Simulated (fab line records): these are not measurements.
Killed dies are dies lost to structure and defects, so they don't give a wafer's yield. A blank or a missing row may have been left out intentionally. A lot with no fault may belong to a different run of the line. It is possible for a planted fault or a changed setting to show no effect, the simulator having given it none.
Matching of chambers | flow n5_finfet | 4 sister chambers for N5_GATE_CUT_STRIP_42 on rie_diel-01
The step strips in O2. 8 wafers are shown with their chamber, then 9 later ones without.

## EACH WAFER AND ITS CHAMBER
wafer  | chamber | showerhead_plenum_p_Torr (Torr) | throttle_valve_pct (%)
L084.1 | 2       | 2.22                            | 16.75
L089.6 | 1       | 2.01                            | 16.85
L090.3 | 0       | 2.11                            | 16.97
L090.4 | 2       | 2.22                            | 16.77
L090.5 | 3       | 2.06                            | 16.36
L093.3 | 1       | 2.01                            | 16.87
L093.4 | 3       | 2.05                            | 16.36
L093.6 | 0       | 2.11                            | 17.01

## WAFERS WITHOUT THEIR CHAMBER
wafer  | showerhead_plenum_p_Torr (Torr) | throttle_valve_pct (%)
L094.1 | 2.01                            | 16.89
L094.2 | 2.21                            | 16.80
L094.5 | 2.05                            | 16.38
L095.1 | 2.00                            | 16.88
L095.4 | 2.21                            | 16.81
L095.5 | 2.21                            | 16.79
L096.2 | 2.05                            | 16.38
L096.3 | 2.21                            | 16.81
L096.6 | 2.00                            | 16.89

## WHICH CHAMBER EACH ONE RAN IN
wafer  | from the rows above | in truth
L094.1 | 1                   | 1
L094.2 | 2                   | 2
L094.5 | 3                   | 3
L095.1 | 1                   | 1
L095.4 | 2                   | 2
L095.5 | 2                   | 2
L096.2 | 3                   | 3
L096.3 | 2                   | 2
L096.6 | 1                   | 1
9 of 9 placed correctly. Can't be placed from these rows: 0. Placed wrongly: 0.
How it was worked out, from the rows above alone: a wafer's distance from a chamber is the root of the sum, over the readings, of the square of ((its reading less the chamber's mean) divided by the reading's scatter). If the next closest chamber is less than 2 further off than the closest, the wafer can't be placed; otherwise it belongs to the closest. A chamber's mean is the mean of its shown wafers. How the scatter is found: for the shown wafers, subtract from each reading the mean of its chamber, square and add these, divide the total by (wafers less chambers), then take the root.
